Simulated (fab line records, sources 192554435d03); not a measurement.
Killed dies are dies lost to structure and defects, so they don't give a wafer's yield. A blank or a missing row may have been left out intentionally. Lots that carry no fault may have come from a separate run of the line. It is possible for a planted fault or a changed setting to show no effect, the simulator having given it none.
Chamber matching -- flow n5Finfet -- aldSin-01 running N5_MOL_CONTACT_COAG_ALD_27: 4 sister chambers
The step deposits SiOC, target thk 17 nm, pulse time 1.5 s, time 2720 s. 4 wafers are shown with their chamber, then 7 later ones without.

WAFERS, EACH WITH ITS CHAMBER
wafer,chamber,heaterPowerW (W)
L080.3,3,911
L084.4,0,922
L088.2,2,905
L088.3,1,959

WAFERS WITHOUT THEIR CHAMBER
wafer,heaterPowerW (W)
L088.5,917
L092.2,925
L092.5,919
L092.6,921
L093.1,955
L093.3,937
L093.6,932

EACH ONE'S CHAMBER
wafer,from the rows above,in truth
L088.5,can't be placed: 0 or 3 or 2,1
L092.2,can't be placed: 0 or 3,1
L092.5,can't be placed: 0 or 3 or 2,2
L092.6,can't be placed: 0 or 3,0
L093.1,1,1
L093.3,can't be placed: 0 or 1 or 3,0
L093.6,can't be placed: 0 or 3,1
Placed correctly: 1 of 7. From these rows, 6 cannot be placed; in 3 the true chamber is one of the candidates. 0 placed wrongly.
How it was worked out, from the rows above alone: a wafer's distance from a chamber is the root of the sum, over the readings, of the square of ((its reading less the chamber's mean) divided by the reading's scatter). If the next closest chamber is less than 2 further off than the closest, the wafer can't be placed; otherwise it belongs to the closest. Each chamber's mean is taken over the wafers shown for it. The scatter: root of mean squared gap, hidden wafer to nearest shown wafer, with one shown wafer a chamber.
